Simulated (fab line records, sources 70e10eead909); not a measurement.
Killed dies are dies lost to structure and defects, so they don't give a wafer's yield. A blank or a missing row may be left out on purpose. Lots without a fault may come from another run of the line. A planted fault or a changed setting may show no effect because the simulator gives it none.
fab line records | flow nand_harc
record lots=23 wafers=69 last_day=24
route steps=1159 shown A_STAIRCASE@549
lots that met no fault: from a run of the same line without faults
start_h: hours from the record's first day to the start of the lot's first wafer shown | wait_h: hours since the lot's step before | " the same as in the row above | L1.1+2: a row that stands for several wafers | - no value, or no start given | * or withheld: withheld | < > ~ a bound
route shown NAME@n: a module of which the file shows steps, and the number in the route of the first | usual: mean/standard deviation of fault-free wafers | same: alike in all rows | chamber/n: place in a boat | sites: the reading at each site | _std_site: their standard deviation | _edge_site: outer sites' mean less inner sites' | radius_mm: how far each site lies from the wafer's centre | mask NAME#n: copy n | behind: the tool/chamber that last shaped the wafer | hold: why the lot was held/for how many hours/how that ended | device: the transistor (n, p or np) that didn't switch | end of line: the same wafers' tests at the end of the route | a step without rows: its recipe alone | killed: dies lost to structure and defects at the first sort, not the wafer's yield | map: a wafer's dies, x killed, . not, _ none there
set.NAME: the setting as run; set.NAME@STEP: as run at that earlier step | model.NAME: the simulator's own value behind a step, which no gauge read
steps of the route over a sample of lots; a table a step, a row a wafer
services: from which hour (start_h, from the record's first day; less than 0 if before it) a tool's chamber was out of use, for how many hours, and why
## steps
# step NHARC_A_STAIRCASE_ETCH_13
# recipe target_depth_a=1000 time_s=40.5 ion_energy_ev=400 c4f8_flow_sccm=20 o2_flow_sccm=10 ar_flow_sccm=withheld rf_w=600 bias_w=1000 chemistry=C4F8/O2
# usual oes_product_au=0.938/0.016 rf_vpp_V=895/5.6
# columns lot.wafer tool chamber start_h wait_h oes_product_au rf_hours_counter_h rf_vpp_V
L075.4 rie_diel-04 3 - - 0.959 43 892
L075.2 " 0 " " 0.934 40 894
L075.3 " 2 " " 0.932 42 895
L076.4 rie_diel-05 1 - - 0.953 20 895
L076.1 " 2 " " 0.954 22 903
L076.2 " 3 " " 0.938 21 906
L074.1 rie_diel-04 1 - - 0.926 45 906
L074.5 " 2 " " 0.925 - 894
L074.6 " 3 " " 0.918 - 890
L078.3 rie_diel-06 2 - - 0.952 2 891
L078.5 " 0 " " 0.952 - 888
L078.6 " 1 " " 0.946 - 897
L077.3 rie_diel-04 3 - - 0.913 49 891
L077.2 " 0 " " 0.909 46 894
L077.5 " 1 " " 0.912 - 906
L079.3 rie_diel-06 2 - - 0.928 2 892
L079.2 " 0 " " 0.955 2 888
L079.6 " 1 " " 0.948 - 896
L080.1 rie_diel-04 0 - - 0.926 53 892
L080.2 " 1 " " 0.918 54 905
L080.6 " 1 " " 0.925 - 906
L082.3 rie_diel-05 2 - - 0.941 34 902
L082.4 " 3 " " 0.928 34 905
L082.6 " 0 " " 0.939 - 891
L081.3 rie_diel-06 1 - - 0.953 9 898
L081.2 " 2 " " 0.953 9 891
L081.5 " 3 " " 0.930 - 903
L083.2 rie_diel-05 2 - - 0.947 40 903
L083.6 " 0 " " 0.921 - 890
L083.5 " 1 " " 0.947 - 894
L087.4 rie_diel-06 2 - - 0.930 22 891
L087.3 " 3 " " 0.920 22 900
L087.2 " 0 " " 0.941 23 886
L085.3 rie_diel-04 0 - - 0.948 4 891
L085.2 " 1 " " 0.953 4 903
L085.6 " 3 " " 0.967 - 892
L088.4 rie_diel-04 2 - - 0.940 6 893
L088.1 " 3 " " 0.944 6 891
L088.5 " 1 " " 0.956 - 905
L086.3 rie_diel-05 0 - - 0.911 50 890
L086.4 " 3 " " 0.928 44 904
L086.5 " 0 " " 0.912 - 891
L089.2 rie_diel-06 0 - - 0.938 29 887
L089.3 " 1 " " 0.931 29 897
L089.6 " 0 " " 0.955 - 887
L091.2 rie_diel-06 0 - - 0.925 32 887
L091.4 " 1 " " 0.924 33 896
L091.3 " 2 " " 0.921 30 890
L090.1 rie_diel-05 0 - - 0.912 58 890
L090.3 " 1 " " 0.937 58 893
L090.5 " 3 " " 0.938 - 904
L094.4 rie_diel-06 1 - - 0.914 35 895
L094.1 " 0 " " 0.942 35 886
L094.6 " 2 " " 0.927 - 890
L093.1 rie_diel-04 0 - - 0.955 16 891
L093.6 " 0 " " 0.962 - 892
L093.5 " 1 " " 0.983 - 904
L092.2 rie_diel-06 2 - - 0.918 35 893
L092.4 " 3 " " 0.915 35 901
L092.1 " 0 " " 0.934 37 888
L095.3 rie_diel-06 0 - - 0.957 41 887
L095.2 " 1 " " 0.943 42 895
L095.6 " 3 " " 0.928 - 902
L096.4 rie_diel-04 2 - - 0.925 28 894
L096.3 " 1 " " 0.936 28 904
L096.6 " 2 " " 0.920 - 893
L097.3 rie_diel-04 0 - - 0.951 28 890
L097.2 " 2 " " 0.959 29 893
L097.5 " 0 " " 0.949 - 892
# step NHARC_A_STAIRCASE_TRIM_18
# recipe time_s=211.2 o2_flow_sccm=500 ar_flow_sccm=0 bias_w=0 chemistry=O2
# usual drypump_motor_current_A=5.72/0.28 oes_product_au=0.996/0.013 rf_vpp_V=57.7/0.86 showerhead_plenum_p_Torr=3.51/0.16 throttle_valve_pct=17.037/0.0097
# columns lot.wafer tool chamber start_h wait_h drypump_motor_current_A oes_product_au rf_hours_counter_h rf_vpp_V showerhead_plenum_p_Torr throttle_valve_pct
L076.4 rie_diel-05 0 - - 5.65 0.984 19 57.3 3.37 17.044
L076.2 " 1 " " 5.43 1.018 21 57.6 3.49 17.047
L076.1 " 2 " " 5.76 1.025 22 58.8 3.72 17.033
L075.4 rie_diel-04 3 - - 5.25 0.993 43 57.6 3.40 17.031
L075.3 " 1 " " 5.81 1.007 42 58.9 3.78 17.037
L075.2 " 2 " " 5.52 0.994 42 56.9 3.48 17.043
L074.1 rie_diel-04 1 - - 5.79 1.001 46 59.0 3.78 17.046
L074.5 " 0 " " 6.02 0.991 - 58.0 3.44 17.039
L074.6 " 1 " " 5.79 0.999 - 59.3 3.78 17.040
L078.3 rie_diel-06 1 - - 6.11 0.987 2 58.3 3.54 17.010
L078.5 " 2 " " 6.08 0.997 - 57.8 3.40 17.026
L078.6 " 3 " " 5.76 0.984 - 58.2 3.70 17.040
L077.2 rie_diel-04 0 - - 6.01 0.990 47 56.4 3.44 17.042
L077.3 " 1 " " 5.77 0.983 49 56.8 3.78 17.041
L077.5 " 0 " " 6.01 0.978 - 59.0 3.44 17.033
L079.3 rie_diel-06 0 - - 5.41 1.000 2 57.5 3.30 17.024
L079.2 " 3 " " 5.74 0.981 2 58.5 3.70 17.036
L079.6 " 1 " " 6.07 0.983 - 57.4 3.54 17.033
L080.2 rie_diel-04 0 - - 6.02 0.982 53 57.5 3.43 17.050
L080.1 " 2 " " 5.52 0.999 55 56.6 3.47 17.021
L080.6 " 0 " " 6.03 0.989 - 56.9 3.43 17.033
L082.4 rie_diel-05 2 - - 5.77 1.012 34 58.9 3.71 17.038
L082.3 " 3 " " 5.41 1.002 34 57.5 3.79 17.024
L082.6 " 1 " " 5.45 1.014 - 56.5 3.49 17.026
L081.3 rie_diel-06 2 - - 6.07 0.998 10 57.2 3.40 17.033
L081.2 " 3 " " 5.77 0.985 10 56.9 3.69 17.049
L081.5 " 3 " " 5.77 0.976 - 58.6 3.69 17.045
L083.2 rie_diel-05 0 - - 5.64 0.988 42 57.4 3.36 17.054
L083.6 " 0 " " 5.62 0.981 - 56.8 3.36 17.029
L083.5 " 1 " " 5.43 1.017 - 58.6 3.48 17.031
L085.2 rie_diel-04 2 - - 5.54 0.999 5 57.3 3.46 17.037
L085.3 " 3 " " 5.24 0.999 6 57.3 3.38 17.025
L085.6 " 0 " " 6.03 1.009 - 57.8 3.43 17.050
L087.2 rie_diel-06 2 - - 6.06 0.991 22 57.6 3.39 17.049
L087.3 " 0 " " 5.44 0.994 24 57.6 3.29 17.029
L087.4 " 1 " " 6.10 0.993 24 57.5 3.53 17.025
L088.4 rie_diel-04 3 - - 5.24 0.991 8 55.9 3.38 17.041
L088.1 " 0 " " 6.00 0.992 7 57.9 3.43 17.029
L088.5 " 0 " " 6.02 0.994 - 57.5 3.43 17.032
L086.3 rie_diel-05 3 - - 5.43 0.996 48 56.7 3.78 17.025
L086.4 " 0 " " 5.66 0.990 54 57.6 3.35 17.041
L086.5 " 3 " " 5.38 1.001 - 59.5 3.78 17.036
L089.2 rie_diel-06 3 - - 5.75 0.991 28 58.8 3.68 17.032
L089.3 " 0 " " 5.42 0.999 29 56.4 3.29 17.032
L089.6 " 0 " " 5.41 1.003 - 56.1 3.29 17.039
L090.1 rie_diel-05 2 - - 5.75 1.017 58 57.7 3.70 17.039
L090.3 " 3 " " 5.39 1.010 52 59.3 3.78 17.040
L090.5 " 3 " " 5.42 1.020 - 58.2 3.78 17.055
L091.3 rie_diel-06 3 - - 5.78 0.985 30 60.3 3.68 17.032
L091.2 " 0 " " 5.43 1.009 33 56.6 3.29 17.038
L091.4 " 1 " " 6.11 0.981 33 58.1 3.52 17.029
L094.4 rie_diel-06 3 - - 5.75 0.990 33 59.7 3.68 17.037
L094.1 " 1 " " 6.12 0.985 35 58.2 3.52 17.051
L094.6 " 2 " " 6.09 0.984 - 56.6 3.39 17.031
L093.1 rie_diel-04 0 - - 6.00 0.999 16 57.0 3.42 17.055
L093.6 " 1 " " 5.78 1.020 - 57.7 3.76 17.043
L093.5 " 2 " " 5.53 0.983 - 56.2 3.46 17.048
L092.2 rie_diel-06 3 - - 5.77 0.990 35 58.2 3.68 17.043
L092.4 " 0 " " 5.45 1.011 37 57.8 3.28 17.031
L092.1 " 1 " " 6.08 0.989 38 58.2 3.52 17.037
L095.2 rie_diel-06 2 - - 6.07 0.993 41 57.3 3.38 17.034
L095.3 " 0 " " 5.46 1.000 41 58.1 3.28 17.036
L095.6 " 1 " " 6.07 0.999 - 57.1 3.52 17.046
L096.3 rie_diel-04 0 - - 6.02 1.004 27 56.4 3.42 17.028
L096.4 " 1 " " 5.77 1.013 29 58.5 3.76 17.056
L096.6 " 0 " " 6.02 1.013 - 57.1 3.42 17.030
L097.2 rie_diel-04 0 - - 6.02 1.001 28 56.4 3.42 17.039
L097.3 " 1 " " 5.77 1.009 30 58.7 3.76 17.051
L097.5 " 2 " " 5.55 0.976 - 56.4 3.45 17.044
# step NHARC_A_STAIRCASE_ETCH_188
# recipe target_depth_a=1000 time_s=40.5 ion_energy_ev=400 c4f8_flow_sccm=20 o2_flow_sccm=10 ar_flow_sccm=withheld rf_w=600 bias_w=1000 chemistry=C4F8/O2
# usual oes_product_au=0.937/0.015 rf_vpp_V=895/5.7
# columns lot.wafer tool chamber start_h wait_h oes_product_au rf_hours_counter_h rf_vpp_V
L076.4 rie_diel-04 3 - - 0.917 45 891
L076.1 " 0 " " 0.916 43 892
L076.2 " 1 " " 0.924 45 904
L075.2 rie_diel-04 2 - - 0.921 46 894
L075.3 " 3 " " 0.927 47 892
L075.4 " 0 " " 0.931 44 894
L074.1 rie_diel-06 2 - - 0.955 1 890
L074.6 " 3 " " 0.960 - 903
L074.5 " 0 " " 0.959 - 887
L078.3 rie_diel-06 2 - - 0.933 3 892
L078.6 " 0 " " 0.954 - 887
L078.5 " 1 " " 0.916 - 896
L077.2 rie_diel-04 0 - - 0.947 49 893
L077.3 " 1 " " 0.946 51 906
L077.5 " 3 " " 0.939 - 893
L079.2 rie_diel-04 2 - - 0.927 51 894
L079.3 " 0 " " 0.924 50 892
L079.6 " 2 " " 0.928 - 894
L080.1 rie_diel-06 3 - - 0.948 9 901
L080.2 " 2 " " 0.947 9 893
L080.6 " 0 " " 0.959 - 887
L082.4 rie_diel-05 1 - - 0.971 35 893
L082.3 " 3 " " 0.931 35 907
L082.6 " 1 " " 0.973 - 894
L081.2 rie_diel-04 1 - - 0.925 58 905
L081.3 " 3 " " 0.938 60 892
L081.5 " 1 " " 0.927 - 905
L083.2 rie_diel-06 3 - - 0.924 15 902
L083.6 " 1 " " 0.957 - 895
L083.5 " 2 " " 0.940 - 891
L085.3 rie_diel-04 0 - - 0.929 6 892
L085.2 " 3 " " 0.942 7 890
L085.6 " 1 " " 0.940 - 904
L087.3 rie_diel-04 2 - - 0.925 9 894
L087.2 " 3 " " 0.936 8 890
L087.4 " 1 " " 0.944 8 903
L088.1 rie_diel-04 0 - - 0.932 9 891
L088.4 " 2 " " 0.923 10 893
L088.5 " 0 " " 0.930 - 893
L086.3 rie_diel-06 3 - - 0.916 26 900
L086.4 " 0 " " 0.931 27 887
L086.5 " 0 " " 0.932 - 888
L089.2 rie_diel-05 0 - - 0.910 56 888
L089.3 " 2 " " 0.925 55 903
L089.6 " 1 " " 0.934 - 893
L090.3 rie_diel-05 0 - - 0.910 59 890
L090.1 " 1 " " 0.949 60 895
L090.5 " 0 " " 0.902 - 887
L091.3 rie_diel-04 1 - - 0.949 16 904
L091.4 " 3 " " 0.959 15 891
L091.2 " 0 " " 0.961 15 893
L094.4 rie_diel-04 0 - - 0.941 18 892
L094.1 " 1 " " 0.948 19 906
L094.6 " 2 " " 0.938 - 894
L093.1 rie_diel-06 1 - - 0.949 37 896
L093.6 " 2 " " 0.956 - 890
L093.5 " 3 " " 0.931 - 901
L092.1 rie_diel-04 2 - - 0.941 21 893
L092.2 " 0 " " 0.954 19 892
L092.4 " 1 " " 0.965 21 905
L095.2 rie_diel-04 1 - - 0.966 26 903
L095.3 " 2 " " 0.944 25 892
L095.6 " 3 " " 0.962 - 891
L096.3 rie_diel-05 2 - - 0.937 6 901
L096.4 " 3 " " 0.938 7 905
L096.6 " 2 " " 0.937 - 903
L097.3 rie_diel-04 1 - - 0.938 32 905
L097.2 " 2 " " 0.914 32 893
L097.5 " 2 " " 0.932 - 893
# step NHARC_A_STAIRCASE_TRIM_196
# recipe time_s=211.2 o2_flow_sccm=500 ar_flow_sccm=0 bias_w=0 chemistry=O2
# usual drypump_motor_current_A=5.70/0.27 oes_product_au=0.997/0.012 rf_vpp_V=57.7/0.83 showerhead_plenum_p_Torr=3.52/0.16 throttle_valve_pct=17.038/0.0087
# columns lot.wafer tool chamber start_h wait_h drypump_motor_current_A oes_product_au rf_hours_counter_h rf_vpp_V showerhead_plenum_p_Torr throttle_valve_pct
L076.4 rie_diel-04 2 248.90 0.1 5.53 0.991 46 57.1 3.48 17.032
L076.1 " 0 " " 6.03 0.990 44 58.0 3.44 17.030
L076.2 " 1 " " 5.78 0.994 46 58.0 3.78 17.032
L075.4 rie_diel-06 0 250.32 0.1 5.42 0.991 0 57.4 3.30 17.043
L075.3 " 1 " " 6.12 0.992 0 58.9 3.54 17.043
L075.2 " 2 " " 6.05 0.984 0 56.7 3.40 17.042
L074.1 rie_diel-05 1 253.07 0.1 5.44 1.007 26 56.7 3.49 17.042
L074.5 " 0 " " 5.64 0.991 - 57.9 3.37 17.042
L074.6 " 1 " " 5.42 1.009 - 57.0 3.49 17.057
L078.3 rie_diel-06 3 259.40 0.1 5.75 0.971 3 57.7 3.70 17.032
L078.5 " 3 " " 5.75 0.976 - 57.2 3.70 17.009
L078.6 " 0 " " 5.41 0.993 - 57.7 3.30 17.046
L077.2 rie_diel-05 1 259.69 0.1 5.43 1.003 29 57.4 3.49 17.030
L077.3 " 3 " " 5.38 0.995 30 59.0 3.79 17.041
L077.5 " 0 " " 5.64 0.984 - 57.6 3.37 17.040
L079.2 rie_diel-04 0 259.97 0.1 6.02 0.993 50 56.5 3.44 17.036
L079.3 " 3 " " 5.24 0.997 53 57.1 3.39 17.037
L079.6 " 0 " " 6.01 0.992 - 56.3 3.44 17.048
L080.2 rie_diel-04 1 275.50 0.1 5.78 0.992 55 57.8 3.78 17.041
L080.1 " 3 " " 5.24 0.998 58 56.2 3.39 17.037
L080.6 " 1 " " 5.77 1.002 - 59.0 3.78 17.037
L082.4 rie_diel-05 0 275.66 0.1 5.59 0.982 36 56.6 3.36 17.047
L082.3 " 1 " " 5.46 1.000 36 56.5 3.49 17.047
L082.6 " 1 " " 5.44 1.005 - 57.0 3.49 17.037
L081.2 rie_diel-05 2 281.82 0.1 5.72 1.021 38 57.9 3.71 17.046
L081.3 " 3 " " 5.40 0.991 37 59.1 3.79 17.039
L081.5 " 1 " " 5.43 1.009 - 58.8 3.48 17.045
L083.2 rie_diel-06 3 295.03 0.1 5.76 0.986 16 57.9 3.69 17.019
L083.5 " 2 " " 6.06 0.991 - 58.0 3.39 17.041
L083.6 " 3 " " 5.73 0.982 - 57.3 3.69 17.032
L085.2 rie_diel-04 3 320.62 0.1 5.24 1.006 9 57.7 3.38 17.032
L085.3 " 1 " " 5.76 1.017 8 58.0 3.77 17.046
L085.6 " 3 " " 5.25 0.999 - 57.7 3.38 17.031
L087.4 rie_diel-06 3 320.93 0.1 5.75 0.986 25 56.9 3.68 17.050
L087.2 " 0 " " 5.43 1.003 26 58.1 3.29 17.027
L087.3 " 1 " " 6.12 0.984 27 58.3 3.53 17.048
L088.1 rie_diel-04 2 324.95 0.1 5.53 0.989 11 56.1 3.46 17.032
L088.4 " 3 " " 5.25 1.004 11 56.2 3.38 17.047
L088.5 " 0 " " 6.02 1.006 - 57.7 3.43 17.032
L086.3 rie_diel-04 1 325.59 0.1 5.79 1.007 11 58.2 3.77 17.031
L086.4 " 2 " " 5.51 0.991 12 57.1 3.46 17.034
L086.5 " 0 " " 6.01 1.001 - 58.5 3.43 17.049
L089.3 rie_diel-06 1 334.04 0.1 6.09 0.979 33 57.6 3.52 17.034
L089.2 " 3 " " 5.75 0.986 30 57.5 3.68 17.036
L089.6 " 2 " " 6.06 0.990 - 57.8 3.39 17.043
L091.3 rie_diel-04 0 338.98 0.1 6.01 1.016 15 57.5 3.42 17.025
L091.2 " 1 " " 5.80 1.024 16 59.4 3.76 17.040
L091.4 " 3 " " 5.26 1.011 16 58.1 3.38 17.024
L090.3 rie_diel-05 1 339.27 0.1 5.45 1.003 60 57.2 3.47 17.028
L090.1 " 3 " " 5.38 1.000 55 57.6 3.78 17.040
L090.5 " 1 " " 5.44 1.004 - 57.6 3.47 17.024
L094.1 rie_diel-04 0 344.78 0.1 6.01 1.007 18 57.3 3.42 17.035
L094.4 " 3 " " 5.23 1.003 18 57.9 3.38 17.035
L094.6 " 1 " " 5.78 1.018 - 57.4 3.76 17.037
L093.1 rie_diel-04 0 345.35 0.1 6.01 0.998 18 57.8 3.42 17.051
L093.5 " 1 " " 5.81 1.022 - 57.4 3.76 17.038
L093.6 " 2 " " 5.53 0.985 - 58.6 3.46 17.034
L092.1 rie_diel-06 0 349.98 0.1 5.39 1.004 38 56.6 3.28 17.056
L092.2 " 1 " " 6.07 0.988 38 58.8 3.52 17.040
L092.4 " 3 " " 5.75 0.980 36 57.8 3.68 17.042
L095.3 rie_diel-04 0 363.70 0.1 6.01 1.003 25 56.4 3.42 17.036
L095.2 " 1 " " 5.79 1.014 26 58.5 3.76 17.021
L095.6 " 0 " " 6.01 1.010 - 57.4 3.42 17.047
L096.4 rie_diel-04 1 379.41 0.1 5.80 1.008 31 58.8 3.76 17.033
L096.3 " 0 " " 6.01 1.003 29 57.3 3.42 17.048
L096.6 " 1 " " 5.79 1.015 - 58.8 3.76 17.064
L097.2 rie_diel-06 3 383.73 0.1 5.76 0.978 50 58.3 3.67 17.033
L097.3 " 0 " " 5.38 0.995 52 56.9 3.28 17.022
L097.5 " 2 " " 6.05 0.985 - 57.8 3.38 17.042
# step NHARC_A_STAIRCASE_TRIM_198
# recipe time_s=211.2 o2_flow_sccm=500 ar_flow_sccm=0 bias_w=0 chemistry=O2
# usual drypump_motor_current_A=5.67/0.27 oes_product_au=0.996/0.012 rf_vpp_V=57.8/0.88 showerhead_plenum_p_Torr=3.52/0.16 throttle_valve_pct=17.036/0.009
# columns lot.wafer tool chamber start_h wait_h drypump_motor_current_A oes_product_au rf_hours_counter_h rf_vpp_V showerhead_plenum_p_Torr throttle_valve_pct
L076.2 rie_diel-04 1 - - 5.77 0.995 46 59.3 3.78 17.025
L076.4 " 2 " " 5.54 0.994 47 57.5 3.48 17.045
L076.1 " 3 " " 5.25 0.989 47 58.1 3.40 17.028
L075.4 rie_diel-06 0 - - 5.40 1.007 0 58.0 3.30 17.030
L075.2 " 1 " " 6.10 0.998 0 56.4 3.54 17.036
L075.3 " 2 " " 6.05 1.000 0 58.0 3.40 17.046
L074.1 rie_diel-05 1 - - 5.43 1.002 26 57.9 3.49 17.034
L074.5 " 1 " " 5.42 1.003 - 59.5 3.49 17.042
L074.6 " 2 " " 5.73 1.028 - 58.1 3.72 17.035
L078.3 rie_diel-06 1 - - 6.11 0.984 4 58.2 3.54 17.051
L078.6 " 2 " " 6.06 0.991 - 57.1 3.40 17.040
L078.5 " 3 " " 5.78 0.984 - 59.0 3.70 17.036
L077.3 rie_diel-05 3 - - 5.36 0.995 30 58.4 3.79 17.031
L077.2 " 0 " " 5.61 0.975 29 57.9 3.37 17.039
L077.5 " 3 " " 5.39 1.004 - 57.6 3.79 17.036
L079.2 rie_diel-04 2 - - 5.53 1.002 52 57.4 3.47 17.049
L079.3 " 3 " " 5.25 0.992 53 57.5 3.39 17.025
L079.6 " 1 " " 5.79 0.991 - 56.9 3.78 17.037
L080.1 rie_diel-04 0 - - 6.02 0.983 54 58.3 3.43 17.034
L080.2 " 1 " " 5.78 0.999 56 58.4 3.78 17.026
L080.6 " 0 " " 6.01 0.982 - 57.0 3.43 17.027
L082.4 rie_diel-05 0 - - 5.64 0.986 36 59.7 3.36 17.029
L082.3 " 1 " " 5.46 1.011 36 56.4 3.49 17.028
L082.6 " 0 " " 5.60 0.981 - 57.5 3.36 17.046
L081.2 rie_diel-05 2 - - 5.74 1.009 38 57.8 3.71 17.035
L081.3 " 1 " " 5.42 1.006 38 57.0 3.48 17.016
L081.5 " 2 " " 5.74 1.004 - 58.5 3.71 17.030
L083.2 rie_diel-06 0 - - 5.43 1.010 16 57.5 3.30 17.049
L083.5 " 3 " " 5.72 0.967 - 59.0 3.69 17.044
L083.6 " 0 " " 5.46 1.000 - 57.3 3.30 17.039
L085.3 rie_diel-04 1 - - 5.77 1.013 8 59.2 3.77 17.021
L085.2 " 0 " " 6.00 1.013 8 57.6 3.43 17.058
L085.6 " 2 " " 5.54 0.996 - 56.3 3.46 17.027
L087.3 rie_diel-06 0 - - 5.40 0.998 26 57.9 3.29 17.035
L087.4 " 1 " " 6.11 0.983 27 58.6 3.53 17.043
L087.2 " 2 " " 6.04 0.987 25 58.1 3.39 17.042
L088.1 rie_diel-04 1 - - 5.79 1.003 11 57.8 3.77 17.026
L088.4 " 2 " " 5.52 0.992 11 58.1 3.46 17.037
L088.5 " 1 " " 5.81 1.004 - 58.7 3.77 17.033
L086.4 rie_diel-04 3 325.98 - 5.25 1.005 11 58.8 3.38 17.030
L086.3 " 1 " " 5.81 1.010 11 57.6 3.77 17.037
L086.5 " 2 " " 5.54 0.995 - 57.1 3.46 17.030
L089.3 rie_diel-06 1 - - 6.10 0.991 33 59.3 3.52 17.047
L089.2 " 2 " " 6.07 0.976 31 57.2 3.39 17.040
L089.6 " 3 " " 5.75 0.991 - 57.8 3.68 17.044
L091.3 rie_diel-04 3 - - 5.25 1.001 16 57.3 3.38 17.042
L091.4 " 0 " " 6.00 1.004 15 55.9 3.42 17.038
L091.2 " 2 " " 5.53 0.982 17 57.2 3.46 17.029
L090.1 rie_diel-05 2 - - 5.75 0.999 61 57.5 3.70 17.024
L090.3 " 3 " " 5.39 1.002 55 58.2 3.78 17.041
L090.5 " 1 " " 5.45 1.019 - 57.3 3.47 17.027
L094.4 rie_diel-04 2 - - 5.53 0.981 19 56.6 3.46 17.039
L094.1 " 1 " " 5.76 1.010 19 58.2 3.76 17.032
L094.6 " 2 " " 5.53 0.991 - 58.1 3.46 17.039
L093.1 rie_diel-04 2 - - 5.53 0.986 20 58.4 3.46 17.042
L093.5 " 2 " " 5.53 0.982 - 57.9 3.46 17.055
L093.6 " 3 " " 5.25 1.001 - 58.9 3.38 17.034
L092.1 rie_diel-06 1 - - 6.11 0.984 39 58.1 3.52 17.040
L092.4 " 3 " " 5.76 0.982 36 56.4 3.68 17.031
L092.2 " 0 " " 5.46 1.006 38 57.8 3.28 17.019
L095.2 rie_diel-04 0 - - 6.02 1.013 25 58.0 3.42 17.041
L095.3 " 1 " " 5.78 1.014 26 58.8 3.76 17.031
L095.6 " 0 " " 6.02 1.018 - 58.5 3.42 17.033
L096.3 rie_diel-04 3 - - 5.25 0.995 30 58.4 3.37 17.037
L096.4 " 0 " " 6.01 1.004 29 57.7 3.42 17.039
L096.6 " 3 " " 5.25 1.002 - 55.9 3.37 17.028
L097.3 rie_diel-06 2 - - 6.06 0.989 51 58.4 3.38 17.053
L097.2 " 0 " " 5.41 1.003 52 57.4 3.28 17.039
L097.5 " 2 " " 6.06 0.991 - 57.2 3.38 17.019
# step NHARC_A_STAIRCASE_STRIP_205
# recipe power_w=1500 temp_c=250 chemistry=O2
# usual drypump_motor_current_A=6.0/0.39 heater_power_w=321/23 temp_c=249.95/0.18
# columns lot.wafer tool chamber start_h wait_h drypump_motor_current_A heater_power_w rf_hours_counter_h temp_c
L076.1 plasma_asher-01 0 250.32 0.1 6.5 302 47 249.78
L076.2 " 1 " " 5.9 323 47 249.84
L076.4 " 1 " " 5.8 344 - 250.17
L075.2 plasma_asher-02 0 251.38 0.1 5.4 356 18 249.90
L075.4 " 0 " " 5.4 348 - 249.82
L075.3 " 1 " " 6.0 303 - 249.98
L074.1 plasma_asher-01 0 254.66 0.1 6.4 302 49 249.91
L074.5 " 1 " " 5.9 328 - 249.94
L074.6 " 0 " " 6.5 298 - 249.81
L077.2 plasma_asher-01 0 260.75 0.1 6.5 289 52 250.17
L077.3 " 0 " " 6.4 290 - 250.07
L077.5 " 0 " " 6.4 295 - 250.07
L078.3 plasma_asher-02 0 261.10 0.2 5.4 347 - 249.65
L078.5 " 0 " " 5.4 357 - 249.87
L078.6 " 1 " " 6.1 296 - 250.02
L079.2 plasma_asher-01 1 261.27 0.1 5.8 332 53 250.21
L079.3 " 0 " " 6.5 295 - 250.31
L079.6 " 0 " " 6.5 287 - 250.28
L080.2 plasma_asher-02 0 276.56 0.1 5.4 352 27 250.15
L080.1 " 1 " " 6.1 310 27 249.89
L080.6 " 1 " " 6.0 308 - 250.03
L082.4 plasma_asher-02 0 277.20 0.2 5.4 355 - 249.99
L082.3 " 1 " " 6.0 297 - 249.82
L082.6 " 1 " " 6.0 309 - 249.51
L081.2 plasma_asher-02 1 283.35 0.6 6.0 293 32 250.14
L081.3 " 1 " " 6.0 301 - 250.11
L081.5 " 0 " " 5.4 356 - 250.09
L083.2 plasma_asher-02 0 296.26 0.1 5.4 361 37 250.03
L083.5 " 0 " " 5.4 346 - 250.09
L083.6 " 1 " " 6.0 301 - 250.13
L085.2 plasma_asher-01 1 321.84 0.1 5.8 344 10 249.69
L085.3 " 0 " " 6.5 295 - 250.04
L085.6 " 1 " " 5.8 331 - 250.14
L087.2 plasma_asher-01 1 322.33 0.1 5.8 337 10 250.16
L087.3 " 0 " " 6.5 304 - 250.23
L087.4 " 1 " " 5.8 338 - 250.12
L088.1 plasma_asher-02 1 326.44 0.4 6.0 305 47 250.07
L088.4 " 0 " " 5.4 357 - 250.00
L088.5 " 0 " " 5.4 354 - 250.06
L086.4 plasma_asher-02 1 327.38 0.7 6.1 301 - 249.99
L086.3 " 0 " " 5.4 358 - 249.97
L086.5 " 1 " " 6.1 303 - 249.89
L089.2 plasma_asher-02 0 335.18 0.1 5.4 356 52 249.94
L089.3 " 1 " " 6.0 311 - 249.94
L089.6 " 0 " " 5.4 361 - 249.78
L091.2 plasma_asher-01 1 340.06 0.1 5.8 327 15 249.66
L091.3 " 1 " " 5.9 331 - 250.11
L091.4 " 0 " " 6.5 297 - 250.28
L090.1 plasma_asher-01 0 340.50 0.1 6.5 298 15 249.85
L090.3 " 1 " " 5.9 334 - 250.08
L090.5 " 0 " " 6.5 299 - 250.05
L094.1 plasma_asher-01 1 347.68 0.4 5.9 332 19 250.02
L094.4 " 0 " " 6.5 299 - 249.97
L094.6 " 1 " " 5.9 338 - 249.76
L093.1 plasma_asher-01 0 347.95 0.4 6.4 300 19 249.55
L093.5 " 1 " " 5.8 332 - 250.21
L093.6 " 0 " " 6.5 294 - 249.58
L092.2 plasma_asher-01 1 351.59 0.1 5.9 333 20 249.71
L092.1 " 0 " " 6.5 290 20 249.80
L092.4 " 0 " " 6.5 297 - 250.05
L095.2 plasma_asher-01 0 366.29 1.6 6.5 299 29 249.81
L095.3 " 1 " " 5.9 338 - 249.83
L095.6 " 1 " " 5.9 333 - 249.86
L096.3 plasma_asher-01 1 380.74 0.2 5.9 336 - 250.21
L096.4 " 0 " " 6.5 294 - 249.73
L096.6 " 0 " " 6.5 299 - 249.83
L097.2 plasma_asher-02 0 384.90 0.2 5.4 345 5 249.99
L097.3 " 1 " " 6.0 308 - 249.49
L097.5 " 1 " " 6.0 307 - 249.86
## services
# columns tool chamber start_h hours kind
rie_diel-04 0 219.20 - clean
rie_diel-04 1 219.20 - clean
rie_diel-04 2 219.20 - clean
rie_diel-04 3 219.20 - clean
rie_diel-06 2 232.62 2.7 repair
rie_diel-04 0 243.70 - clean
rie_diel-04 1 243.70 - clean
rie_diel-04 2 243.70 - clean
rie_diel-04 3 243.70 - clean
rie_diel-04 0 268.20 - clean
rie_diel-04 1 268.20 - clean
rie_diel-04 2 268.20 - clean
rie_diel-04 3 268.20 - clean
plasma_asher-01 - 276.39 9.0 pm
rie_diel-05 3 286.36 12.1 repair
rie_diel-04 - 288.99 9.0 pm
rie_diel-04 0 288.99 9.0 vent_cycle
rie_diel-04 1 288.99 9.0 vent_cycle
rie_diel-04 2 288.99 9.0 vent_cycle
plasma_asher-01 - 324.53 5.4 repair
plasma_asher-02 - 342.83 9.1 repair
rie_diel-05 - 348.55 9.0 pm
plasma_asher-02 - 360.28 9.0 pm
plasma_asher-01 - 382.48 1.3 repair
## key
fault none
